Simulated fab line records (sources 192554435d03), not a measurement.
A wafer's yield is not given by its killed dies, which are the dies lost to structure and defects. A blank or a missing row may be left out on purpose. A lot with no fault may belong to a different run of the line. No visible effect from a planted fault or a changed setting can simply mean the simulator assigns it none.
fab line records ; flow n5-finfet
[record] lots = 5; wafers = 12; last-day = 17
route steps=1938 shown SDB@361 DUMMY_REMOVAL@377 HKMG_FIN@385 GATE_CUT@469 BEOL_M4@1111
lots that met no fault: taken from a fault-free run of the same line
start-h: hours from the record's opening day to when the first of the lot's shown wafers began ; wait-h: time in hours since the lot's previous step ; " repeats the value in the row above ; L1.1+2: a single row standing in for several wafers ; - no value, or no start was given ; * or withheld: withheld ; < > ~ a bound
route shown NAME@n: NAME is a module with steps in the file, n the number in the route of the first one ; usual: mean/standard deviation taken from wafers without a fault ; same: alike in all rows ; chamber/n: place in a boat ; sites: the reading at each site ; _std_site: the values' standard deviation ; _edge_site: the outer-site mean with the inner-site mean subtracted ; radius-mm: for every site, how far away it sits from the centre of the wafer ; mask NAME#n: copy n ; behind: the most recent tool/chamber to have shaped the wafer ; hold: what put the lot on hold/how long, in hours/how the hold closed ; device: the n, p or np transistor that did not switch ; end of line: the tests these same wafers got at the end of their route ; for a step that has no rows: nothing shown but its recipe ; killed: at the first sort, the dies lost to defects and structure; wafer yield is something else ; map: dies across one wafer; x = killed, . = not, _ = none there
set.NAME: the run value of the setting; set.NAME@STEP: its run value at that earlier step ; model.NAME: the simulator's own value behind a step, which no gauge read
lots at some steps of the route; a table a step, a row a wafer
services: when a tool's chamber went out of use (start-h, in hours from the record's first day, below 0 if earlier), for how many hours, and the reason
[[steps]]
[step N5_SDB_ETCH_18]
[recipe] chemistry = N2/H2; target = SOC; target-depth-a = 1000; overetch-a = 200; mask-material = SiARC; temp-c = 40; time-s = 150; ion-energy-ev = 200; pressure-mtorr = 30; source-w = 840; bias-w = 150; n2-flow-sccm = 200; h2-flow-sccm = 200
[step N5_SDB_STRIP_19]
[recipe] chemistry = N2/H2; temp-c = 40; n2-flow-sccm = 200; h2-flow-sccm = 200; rf-frequency-hz = 6e+07
[step N5_SDB_STRIP_21]
[recipe] chemistry = CF4; resist = SiARC; power-w = 300; bias-power-w = 75; pressure-mtorr = 50; cf4-flow-sccm = 150; rf-frequency-hz = 6e+07
[step N5_SDB_HM_OPEN_20]
[recipe] chemistry = CH3F/O2; target = SiNx; mask-material = SOC; target-depth-a = 240; stop-on = poly-Si; over-etch-frac = 0.4; ion-energy-ev = 120; pressure-mtorr = 30; source-w = 395; bias-w = 73; Ar_flow_sccm = 150; CH3F_flow_sccm = 30; O2_flow_sccm = 20
[step N5_SDB_STRIP_22]
[recipe] chemistry = N2/H2; power-w = 1000; temp-c = 250; h2-frac = 0.65; overash-fraction = 0.3; pressure-mtorr = withheld; n2-flow-sccm = 1750; h2-flow-sccm = 3250
[step N5_SDB_PRECLEAN_23]
[recipe] chemistry = dHF; time-s = 30; temp-c = 25; dilution = withheld
[step N5_SDB_DUMMY_REMOVE_24]
[recipe] chemistry = TMAH; temp-c = 70; target = poly-Si; stop-on = SiO2; target-depth-nm = 142; conc-wt-pct = 5; time-s = 57; dry = ipa-marangoni; rinse-time-s = 30; rinse-temp-c = 23
[step N5_SDB_ETCH_25]
[recipe] chemistry = C4F6/O2; target = SiO2; target-depth-a = 100; time-s = 3.3; ion-energy-ev = 250; mask-material = SiNx; pressure-mtorr = 30; source-w = 345; bias-w = 185; Ar_flow_sccm = 300; C4F6_flow_sccm = 10; O2_flow_sccm = 10
[step N5_SDB_CUT_ETCH_26]
[recipe] chemistry = HBr/Cl2/O2; target = Si; target-depth-a = 1296; bt-time-s = 20; mask-material = SiNx; time-s = 51.8; ion-energy-ev = *; bias-w = *; pressure-mtorr = 10; icp-w = 800; HBr_flow_sccm = 150; Cl2_flow_sccm = 80; O2_flow_sccm = 12
[step N5_SDB_PRECLEAN_38]
[recipe] chemistry = dHF; time-s = 10; dilution = 750:1; temp-c = 25
[step N5_SDB_PRECLEAN_39]
[recipe] chemistry = O3/DIW; time-s = 45; temp-c = 22; o3-ppm = 10
[step N5_SDB_SRD_28]
[recipe] dry = ipa-marangoni; time-s = 30; temp-c = 23; rinse-liquid = diw
[step N5_SDB_ALD_29]
[recipe] material = SiNx; target-thk-a = 300; temp-c = 400; ald-precursor-family = SiH2I2; ald-co-reactant = N2/H2-plasma; pulse-time-s = 1; ald-cycles = 600; purge-time-s = 2; co-reactant-purge-time-s = 2; pressure-torr = 2
[usual] ald-cycles = 600/0; heater-power-w = 830/66; precursor-pulse-height-rel = 1.001/0.021
lot.wafer;tool;chamber;start-h;wait-h;ald-cycles;heater-power-w;precursor-pulse-height-rel;model.SiNx_of_SDB_ALD_29.thk-nm
L456.3;ald-sin-02;0;95.67;0.0;600;796;0.963;30
L456.5;ald-sin-02;0;97.02;1.4;600;773;1.013;29.8
L456.6;ald-sin-02;3;97.02;1.4;600;721;0.998;30.2
L465.1;ald-sin-02;0;147.21;0.0;600;781;0.988;30
L465.2;ald-sin-02;3;147.21;0.0;493;748;1.013;24.8
L466.1;ald-sin-02;3;154.25;0.1;600;743;1.005;30
L466.2;ald-sin-02;0;154.25;0.1;493;796;1.017;24.6
L467.1;ald-sin-02;2;161.81;0.3;600;836;0.982;30.2
L467.2;ald-sin-02;1;161.81;0.3;493;853;1.024;24.8
L475.2;ald-sin-04;0;205.40;0.0;600;959;0.994;30
L475.4;ald-sin-04;2;206.75;1.4;600;798;0.999;29.8
L475.6;ald-sin-04;0;206.75;1.4;600;966;0.964;30
[step N5_SDB_CMP_30]
[recipe] stop-on = poly-Si; t-overpolish-s = 1.54; post-cmp-clean = alkaline-brush; down-force-psi = 4.1491; platen-rpm = 51.796; pad-velocity-m-s = 1.0306; target-thk-nm = 30
[step N5_DUMMY_REMOVAL_HM_STRIP_01]
[recipe] chemistry = CH3F/O2; material = SiNx; target-depth-a = 40; stop-on = poly-Si; time-s = 6.8; over-etch-frac = 0.3; ion-energy-ev = 60; power-w = 410; bias-w = 29; Ar_flow_sccm = 150; CH3F_flow_sccm = 30; O2_flow_sccm = 20
[step N5_DUMMY_REMOVAL_STRIP_10]
[recipe] chemistry = N2/H2; time-s = 40; power-w = 100; temp-c = 40; pressure-mtorr = 100; rf-frequency-hz = 6e+07; bias-power-w = 3; n2-flow-sccm = 300; h2-flow-sccm = 300
[step N5_DUMMY_REMOVAL_PRECLEAN_07]
[recipe] chemistry = dHF; time-s = 30; temp-c = 25; dilution = withheld
[step N5_DUMMY_REMOVAL_DUMMY_REMOVE_02]
[recipe] chemistry = TMAH; temp-c = 70; target = poly-Si; stop-on = SiO2; target-depth-nm = 142; conc-wt-pct = 5; time-s = 57; dry = ipa-marangoni; rinse-time-s = 30; rinse-temp-c = 23
[step N5_DUMMY_REMOVAL_PRECLEAN_08]
[recipe] chemistry = NF3:NH3; afs-cycles = 2; temp-c = 30; time-s = 20; sublimation-temp-c = 180; sublimation-time-s = 60; pressure-torr = 3; rf-power-w = 30
[step N5_DUMMY_REMOVAL_PRECLEAN_04]
[recipe] chemistry = DHF; time-s = 37; temp-c = 25; dilution = 500:1
[step N5_DUMMY_REMOVAL_SRD_05]
[recipe] dry = ipa-marangoni; do-ppb = 5; time-s = 30; temp-c = 23; rinse-liquid = diw
[step N5_HKMG_FIN_IL_REGROW_00]
[recipe] material = SiO2; target-thk-a = 7.5; chemistry = O3; temp-c = withheld; time-s = 30
[step N5_HKMG_FIN_HK_ALD_01]
[recipe] material = HfO2; target-thk-a = 16; temp-c = withheld; ald-precursor-family = HfCl4; ald-co-reactant = H2O; pulse-time-s = 3; purge-time-s = 3; co-reactant-purge-time-s = 2.5; co-reactant-pulse-time-s = 0.3; ald-cycles = 30
[step N5_HKMG_FIN_HK_ANNEAL_02]
[recipe] temp-c = 700; time-s = 30; ambient = N2; idle-temp-c = 600; ramp-up-c-per-s = 150; ramp-down-c-per-s = 60; cool-to-c = 600
[step N5_HKMG_FIN_ALD_74]
[recipe] material = La2O3; target-thk-a = 5; temp-c = 250; ald-precursor-family = La-Cp; ald-co-reactant = O3; pulse-time-s = 6; co-reactant-pulse-time-s = 1; purge-time-s = 3; co-reactant-purge-time-s = 3
[step N5_HKMG_FIN_ALD_75]
[recipe] material = Al2O3; target-thk-a = 10; temp-c = 150; ald-precursor-family = TMA; ald-co-reactant = H2O; pulse-time-s = withheld; co-reactant-pulse-time-s = 1
[step N5_HKMG_FIN_COAT_41]
[recipe] resist = SOC; temp-c = 250; time-s = 60; spin-rpm = 1500; resist-thk-nm = 300
[step N5_HKMG_FIN_COAT_42]
[recipe] resist = SiARC; temp-c = 220; time-s = 60; spin-rpm = 1500; resist-thk-nm = 35
[step N5_HKMG_FIN_COAT_43]
[recipe] resist = CAR-ArF; spin-rpm = 1500; resist-thk-nm = 90
[step N5_HKMG_FIN_EBR_45]
[recipe] solvent = PGMEA; ebr-width-mm = 1.5
[step N5_HKMG_FIN_SOFTBAKE_44]
[recipe] temp-c = 110; time-s = 60; resist = CAR-ArF
[step N5_HKMG_FIN_EXPOSE_46]
[recipe] mask-id = NDIPOLE; na = 1.35; source-shape = conventional; sigma-outer = 0.8; polarization = unpolarized; dose-mj = 40
[step N5_HKMG_FIN_PEB_47]
[recipe] peb-temp-c = withheld; peb-time-s = 60; resist = CAR-ArF
[step N5_HKMG_FIN_DEVELOP_48]
[recipe] develop-time-s = 30; developer = TMAH; resist = CAR-ArF; rinse-liquid = diw; dry = air-spin; dev-temp-c = 23
[step N5_HKMG_FIN_DESCUM_53]
[recipe] chemistry = O2; time-s = 7.9; source-power-w = 50; bias-power-w = 20; pressure-mtorr = 20; rf-frequency-hz = 2.712e+07; temp-c = 40; resist = CAR-ArF; o2-flow-sccm = 225
[step N5_HKMG_FIN_ETCH_54]
[recipe] chemistry = CF4; target = SiARC; target-depth-a = 455; mask-material = CAR-ArF; time-s = 75.8; ion-energy-ev = 80; pressure-mtorr = 40; source-w = 545; bias-w = 36; Ar_flow_sccm = 100; cf4-flow-sccm = 100; ends = cleared
[step N5_GATE_CUT_ETCH_58]
[recipe] chemistry = CH3F/O2; target = SiNx; target-depth-a = 170; time-s = 128.6; ion-energy-ev = 50; pressure-mtorr = 30; source-w = 415; bias-w = 21; Ar_flow_sccm = 150; CH3F_flow_sccm = 30; O2_flow_sccm = 20
[usual] drypump-motor-current-A = 5.6/0.53; oes-product-au = 0.77/0.094; rf-vpp-V = 99.1/1; showerhead-plenum-p-Torr = 1.99/0.072; throttle-valve-pct = 16.24/0.23
lot.wafer;tool;chamber;start-h;wait-h;drypump-motor-current-A;oes-product-au;rf-hours-counter-h;rf-vpp-V;showerhead-plenum-p-Torr;throttle-valve-pct;model.SiNx_of_SDB_ALD_29.thk-nm
L456.3;rie-diel-03;2;109.01;0.0;6.6;0.79;131;98.8;2.08;16.18;24.6
L456.5;rie-diel-03;2;109.01;0.0;6.6;0.79;-;97.8;2.08;16.16;24.4
L456.6;rie-diel-03;3;109.01;0.0;5.4;0.70;-;98.2;1.97;16.63;24.8
L465.1;rie-diel-05;3;160.28;0.0;5.0;0.68;243;98.5;1.96;16.11;24.6
L465.2;rie-diel-05;1;160.28;0.0;5.8;0.68;231;97.7;1.90;16.31;20.4
L466.1;rie-diel-05;3;167.74;0.0;5.0;0.69;246;98.9;1.96;16.11;24.6
L466.2;rie-diel-05;0;167.74;0.0;5.5;0.91;39;99.8;2.04;15.78;20.2
L467.1;rie-diel-03;0;174.63;0.0;5.6;0.69;242;97.4;1.96;16.52;24.8
L467.2;rie-diel-03;2;174.63;0.0;6.6;0.76;153;99.4;2.07;16.20;20.4
L475.2;rie-diel-03;2;218.39;0.1;6.6;0.76;170;100.2;2.07;16.24;24.6
L475.4;rie-diel-03;2;218.39;0.1;6.6;0.75;-;98.8;2.07;16.23;24.4
L475.6;rie-diel-03;1;218.39;0.1;4.9;0.84;-;100.9;2.10;16.44;24.6
[step N5_BEOL_M4_RC_MEAS_101]
[usual] DIBL_N = 36.1/1.5; DIBL_P = 36.1/1.9; IOFF_N = 0.159/0.029; IOFF_P = 0.21/0.038; ION_N = 675/11; ION_P = 464/8.1; SS_N = 71.5/0.57; SS_P = 73.3/0.64; VT_N = 249/3.1; VT_P = -250/3.8
lot.wafer;tool;chamber;start-h;wait-h;DIBL_N[mV/V];DIBL_P[mV/V];IOFF_N[nA/um];IOFF_P[nA/um];ION_N[uA/um];ION_P[uA/um];SS_N[mV/dec];SS_P[mV/dec];VT_N[mV];VT_P[mV]
L456.3;prober-02;0;193.20;0.4;33.5;33.5;0.125;0.17;664;457;71.5;72.7;251;-256
L456.5;prober-02;0;193.20;0.4;35.7;34.8;0.148;0.19;676;462;71.3;73.4;252;-253
L456.6;prober-02;0;193.20;0.4;32.4;32.2;0.111;0.16;666;458;70.1;72.4;253;-253
L465.1;prober-01;0;248.35;0.0;36.7;37.0;0.166;0.22;682;465;71.9;73.0;248;-248
L465.2;prober-01;0;248.35;0.0;36.1;36.4;0.141;0.20;680;464;71.0;73.5;252;-250
L466.1;prober-02;0;249.11;0.3;34.2;33.0;0.137;0.16;675;455;70.6;73.3;249;-255
L466.2;prober-02;0;249.11;0.3;38.1;37.4;0.207;0.22;685;458;71.4;73.5;244;-252
L467.1;prober-01;0;255.01;0.0;36.6;35.9;0.169;0.20;678;454;71.3;73.2;247;-255
L467.2;prober-01;0;255.01;0.0;34.8;34.1;0.151;0.19;678;463;70.5;73.4;251;-252
L475.2;prober-01;0;321.60;0.2;36.2;37.9;0.192;0.27;679;475;71.6;74.0;246;-244
L475.4;prober-01;0;321.60;0.2;34.7;35.0;0.153;0.21;683;473;71.3;73.3;249;-250
L475.6;prober-01;0;321.60;0.2;36.2;36.5;0.183;0.23;682;463;71.3;74.1;248;-248
[[services]]
tool;chamber;start-h;hours;kind
ald-sin-04;1;140.15;3.4;repair
ald-sin-02;2;142.13;17.0;repair
rie-diel-03;3;162.99;-;clean
rie-diel-03;3;162.99;-;consumable-replace:focus-ring
rie-diel-03;3;162.99;17.8;scheduled-down
rie-diel-03;3;162.99;17.8;vent-cycle
ald-sin-04;-;176.75;14.0;pm
ald-sin-04;0;176.75;14.0;vent-cycle
ald-sin-04;1;176.75;14.0;vent-cycle
rie-diel-05;3;180.01;-;clean
rie-diel-05;3;180.01;-;consumable-replace:focus-ring
rie-diel-05;3;180.01;23.3;scheduled-down
rie-diel-05;3;180.01;23.3;vent-cycle
rie-diel-03;0;193.33;-;clean
rie-diel-03;0;193.33;-;consumable-replace:focus-ring
rie-diel-03;0;193.33;26.6;scheduled-down
rie-diel-03;0;193.33;26.6;vent-cycle
ald-sin-02;3;197.40;3.8;repair
ald-sin-04;3;203.34;4.1;repair
rie-diel-05;1;212.43;-;clean
rie-diel-05;1;212.43;-;consumable-replace:focus-ring
rie-diel-05;1;212.43;-;consumable-replace:showerhead
rie-diel-05;1;212.43;30.8;scheduled-down
rie-diel-05;1;212.43;30.8;vent-cycle
[[key]]
[first-sign] step = N5_SDB_ALD_29; reading = ald-cycles; direction = down; sigmas = 99+; usual = *; struck = *
effect none on later readings
[model-effect] step = N5_SDB_ALD_29; value = SiNx_of_SDB_ALD_29.thk-nm; without = 30.13; struck = 24.73
[model-effect] step = N5_GATE_CUT_ETCH_58; value = SiNx_of_SDB_ALD_29.thk-nm; without = 24.67; struck = 20.33
met-at N5_SDB_ALD_29
struck-wafers L465.2,L466.2,L467.2
onset-between 95.67 147.21
[fault] kind = process-parameter-drift; tool = ald-sin-02; chamber = -; onset-h = 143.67; steps = N5_SDB_ALD_29; channel = ald-cycles; offset = *; shape = step; end-h = 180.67; scope = struck-wafers-only; acts-in = *; stated = *
